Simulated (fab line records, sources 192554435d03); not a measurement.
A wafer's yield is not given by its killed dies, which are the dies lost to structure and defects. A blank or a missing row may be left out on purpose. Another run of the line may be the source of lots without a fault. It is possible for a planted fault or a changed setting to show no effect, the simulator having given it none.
A struck lot beside a sound one || flow n5-finfet || 17 steps out of a route of 1938
Sound: the wafers L936.1, L936.4, L936.6. Struck: wafer L944.2 (left out: L944.4, a lot-mate that was not struck); the cause follows at the end.
Order at every step that has rows: each side's tool, ch and its chambers, its first start. Under that, the readings that differ: sound wafers || struck wafers || difference of the means || sigmas: that difference in standard deviations of wafers without a fault.
alike: a reading whose means differ by less than 2 such deviations, as well as words and numbers matching on both sides. not compared: withheld readings; readings where some wafer has no value; bounds like >300 that might hide an equal value; numbers whose values overlap and for which the record gives no deviation.
The two part at a step that has a row with sigmas, a row that says differs or no value, or rows on one side only. When numbers do not overlap yet have no deviation, they are printed without sigmas and do not part them. A reading that every wafer of one side lacks parts them only if that side has two wafers or more.

first, 7 steps without rows for these wafers: N5_BEOL_M11_COAT_60 (time 60 s, resist thk 30 nm); N5_BEOL_M11_COAT_05 (resist thk 90 nm); N5_BEOL_M11_EBR_07; N5_BEOL_M11_SOFTBAKE_06 (time 60 s); N5_BEOL_M11_EXPOSE_08 (exposes mask M11); N5_BEOL_M11_PEB_09 (peb time 60 s); N5_BEOL_M11_DEVELOP_10 (develop time 30 s).
N5_BEOL_M11_CD_MEAS_11: target cd 64.1 nm.
  sound on cd-sem-02 ch 0, day 11 05:20; struck on cd-sem-01 ch 0, day 13 18:16
  alike: cd-nm
N5_BEOL_M11_OVL_MEAS_12:
  sound on overlay-01 ch 0, day 11 05:22; struck on overlay-02 ch 0, day 13 18:17
{"reading": "M11_OVL (nm)", "sound": "0.0 -0.4 -0.2", "struck": -1.6, "difference": -1.4, "sigmas": -2}
N5_BEOL_M11_INSPECT_13: inspects for defects (brightfield).
  sound on defect-inspect-02 at day 11 05:23; struck on defect-inspect-01 at day 13 18:19
  alike: raw-defect-count
N5_BEOL_M11_DESCUM_16: chemistry O2, time 7.9 s.
  sound on rie-diel-02 ch 0,2,3, day 11 07:51; struck on rie-diel-01 ch 1, day 13 18:35
  alike: drypump-motor-current-A, oes-product-au, rf-vpp-V, showerhead-plenum-p-Torr, throttle-valve-pct
  not compared: rf-hours-counter-h
N5_BEOL_M11_ETCH_61: etches SiARC in CF4, target depth 39 nm, time 65 s.
  sound on rie-diel-02 ch 0,2,3, day 11 07:53; struck on rie-diel-01 ch 1, day 13 18:37
  alike: drypump-motor-current-A, etch-rf-on-time-s, oes-product-au, rf-vpp-V, showerhead-plenum-p-Torr, throttle-valve-pct
  not compared: rf-hours-counter-h
N5_BEOL_M11_ETCH_62: etches SOC in N2/H2, target depth 110 nm, overetch 22 nm, time 165 s.
  sound on rie-diel-02 ch 0,2,3, day 11 07:56; struck on rie-diel-01 ch 1, day 13 18:40
{"reading": "throttle-valve-pct (%)", "sound": "18.15 17.50 17.82", "struck": 18.25, "difference": "+0.43", "sigmas": "+2"}
{"reading": "model.SiARC_of_BEOL_M11_COAT_60.thk-nm (nm)", "sound": "23.8 23.6 23.4", "struck": 20.4, "difference": -3.2, "sigmas": ""}
{"reading": "model.BEOL_M11.cd-offset-nm (nm)", "sound": "1.2 0.4 0.6", "struck": 1.8, "difference": "+1.1", "sigmas": ""}
  alike: drypump-motor-current-A, oes-product-au, rf-vpp-V, showerhead-plenum-p-Torr
  not compared: rf-hours-counter-h
then, 1 step without rows for these wafers: N5_BEOL_M11_STRIP_68 (strips in N2/H2).
N5_BEOL_M11_STRIP_67: strips in CF4.
  sound on rie-diel-02 ch 0,2,3, day 11 08:05; struck on rie-diel-01 ch 1, day 13 18:49
  alike: drypump-motor-current-A, oes-product-au, rf-vpp-V, showerhead-plenum-p-Torr, throttle-valve-pct
  not compared: rf-hours-counter-h
N5_BEOL_M11_HM_OPEN_17: chemistry Cl2/BCl3, target TiN, target depth 20 nm, overetch 6 nm.
  sound on rie-metal-02 ch 1, day 11 08:08; struck on rie-metal-03 ch 0, day 13 18:51
{"reading": "throttle-valve-pct (%)", "sound": "21.79 21.80 21.78", "struck": 22.25, "difference": "+0.46", "sigmas": "+2"}
{"reading": "model.BEOL_M11.cd-offset-nm (nm)", "sound": "1.2 0.4 0.6", "struck": 2, "difference": "+1", "sigmas": ""}
  alike: drypump-motor-current-A, mfc-cl2-sccm, oes-product-au
  not compared: rf-hours-counter-h
N5_BEOL_M11_STRIP_19: strips in O2.
  sound on rie-diel-01 ch 2,3, day 11 08:18; struck on rie-diel-01 ch 1, day 13 18:58
  alike: drypump-motor-current-A, oes-product-au, rf-vpp-V, showerhead-plenum-p-Torr, throttle-valve-pct
  not compared: rf-hours-counter-h

== WHERE THEY PART ==
At N5_BEOL_M11_OVL_MEAS_12 first; at N5_BEOL_M11_HM_OPEN_17 last (within this record only). Later steps at which nothing parts them and some readings are alike: N5_BEOL_M11_STRIP_19.

WHY: what the simulator had put in
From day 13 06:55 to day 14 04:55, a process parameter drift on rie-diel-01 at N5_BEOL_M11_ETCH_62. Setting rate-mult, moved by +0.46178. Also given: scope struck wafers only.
